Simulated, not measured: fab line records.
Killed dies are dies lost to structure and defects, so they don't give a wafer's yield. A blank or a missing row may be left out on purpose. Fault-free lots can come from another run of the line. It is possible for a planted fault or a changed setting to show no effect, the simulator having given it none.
Code-filled problem report in 8D (eight disciplines) form -- flow nand-harc -- the parts of the form that need people (team, actions taken, sign-off) are left out

## 1. THE ISSUE
At NHARC_A_ONON_D2_THK_MEAS_05, thk-nm averages 636 nm over 4 wafers from 3 lots, while fault-free wafers read 998 nm, standard deviation 8.2. That puts it -44 standard deviations away from the usual mean.
The step: measures by ellipsometry.
The first sign was on wafer L403.4 at day 19 04:02, on film-metro-01. Wafers with a number at this step in the record: 44, from 15 lots. Rule for "out", or "out of limits": more than 4 standard deviations from the usual mean. The rest of the wafers with a number are treated as sound.

## 2. WHAT THIS IS AND IS NOT
question,is,is not
which readings at this step,thk-nm,-
which lots,"L403, L405, L406","L387, L389, L390, L391, L393, L394, L395, L396, L399, L400, L401, L402"
which wafers of those lots,"L403.4, L405.2, L405.4, L406.2","L403.3, L403.6, L406.5, L406.6"
read on which gauges,"film-metro-01, film-metro-02",-
when,from day 19 04:02,up to then (38 sound wafers); but 2 sound wafers of L406 came after

## 3. SUSPECTS, AND WHAT RULES EACH OUT
Counting: any tool at a process step up to the reading remains a suspect provided it ran every lot that is out. Sound lots after the first of them don't rule it out here, since some wafers of a struck lot are sound.
- the gauge at NHARC_A_ONON_D2_THK_MEAS_05: ruled out. 2 gauges (film-metro-01, film-metro-02) read the wafers that are out.
- pecvd-onon-03 at NHARC_A_ONON_D2_DEP_03 (target thk 1000 nm): kept. It ran every lot that is out, first L403 (day 19 03:38); its last sound lot up to then is L401 (day 18 15:08).
After counting, what remains is pecvd-onon-03 at NHARC_A_ONON_D2_DEP_03.

## 4. THE CAUSE (what the simulator had put in)
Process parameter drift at NHARC_A_ONON_D2_DEP_03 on pecvd-onon-03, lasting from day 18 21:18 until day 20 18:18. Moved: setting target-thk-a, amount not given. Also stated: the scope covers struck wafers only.
The count eliminated every tool but this one.

## 5. THE EFFECT CHAIN, in route order
Each row: a reading where the mean over the struck wafers with a number is more than 3 standard deviations away from the usual. Only readings for which the record gives a usual standard deviation are gone through. hours: the time from each lot's start at the first step in this table that gives one to its start at this step, as a median over the lots. sigmas: the change in usual standard deviations.
hours,step,reading,usual,on struck wafers,change,sigmas
0,NHARC_A_ONON_D2_THK_MEAS_05,thk-nm,998 nm,636,-362,-44

## 6. WHAT WOULD HAVE CAUGHT IT SOONER
In this record the first reading out of limits at a measuring or inspecting step was taken at day 19 04:02, 7 hours after the fault began at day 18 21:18.
An alarm limit of 4 standard deviations would not have fired on the tool readings at NHARC_A_ONON_D2_DEP_03 for which the record gives a usual standard deviation, since none of them was out on any struck wafer.
L405, L406, from the lots that are out (3), started NHARC_A_ONON_D2_DEP_03 on pecvd-onon-03 later than day 19 04:02. A hold on the tool at that time would have spared those 2.
